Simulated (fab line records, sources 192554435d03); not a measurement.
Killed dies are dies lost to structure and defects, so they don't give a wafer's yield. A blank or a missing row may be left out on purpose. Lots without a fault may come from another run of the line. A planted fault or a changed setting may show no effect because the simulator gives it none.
Chamber matching | flow n5_finfet | N5_HKMG_FIN_CVD_62 on thermal_cvd_si-02: 3 sister chambers
The step deposits a-Si from Si2H6, target thk 3 nm, time 20.8 s. 3 wafers are shown with their chamber, then 12 later ones without.

WAFERS WITH THEIR CHAMBER
wafer  | chamber | heater_power_w (W)
L089.2 | 2       | 1726
L093.5 | 0       | 1247
L093.6 | 1       | 1352

WAFERS WITHOUT THEIR CHAMBER
wafer  | heater_power_w (W)
L094.2 | 1293
L094.3 | 1321
L094.6 | 1282
L095.2 | 1351
L095.3 | 1288
L095.4 | 1343
L092.4 | 1689
L092.5 | 1297
L092.6 | 1338
L097.1 | 1314
L097.2 | 1254
L097.3 | 1679

WHICH CHAMBER EACH WENT THROUGH
wafer  | from the rows above     | in truth
L094.2 | can't be placed: 0 or 1 | 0
L094.3 | can't be placed: 1 or 0 | 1
L094.6 | can't be placed: 0 or 1 | 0
L095.2 | 1                       | 1
L095.3 | can't be placed: 0 or 1 | 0
L095.4 | 1                       | 1
L092.4 | 2                       | 2
L092.5 | can't be placed: 0 or 1 | 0
L092.6 | 1                       | 1
L097.1 | can't be placed: 1 or 0 | 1
L097.2 | 0                       | 0
L097.3 | 2                       | 2
Placed correctly: 6 of 12. Can't be placed from these rows: 6 (the true chamber is among the candidates in 6). Placed wrongly: 0.
How it was worked out, from the rows above alone: a wafer's distance from a chamber is the root of the sum, over the readings, of the square of ((its reading less the chamber's mean) divided by the reading's scatter). The wafer belongs to the nearest chamber; if the next one is less than 2 further off, it can't be placed. A chamber's mean is the mean of its shown wafers. The scatter: with one shown wafer a chamber, the root of the mean of the squares of how far each hidden wafer lies from its nearest shown one.
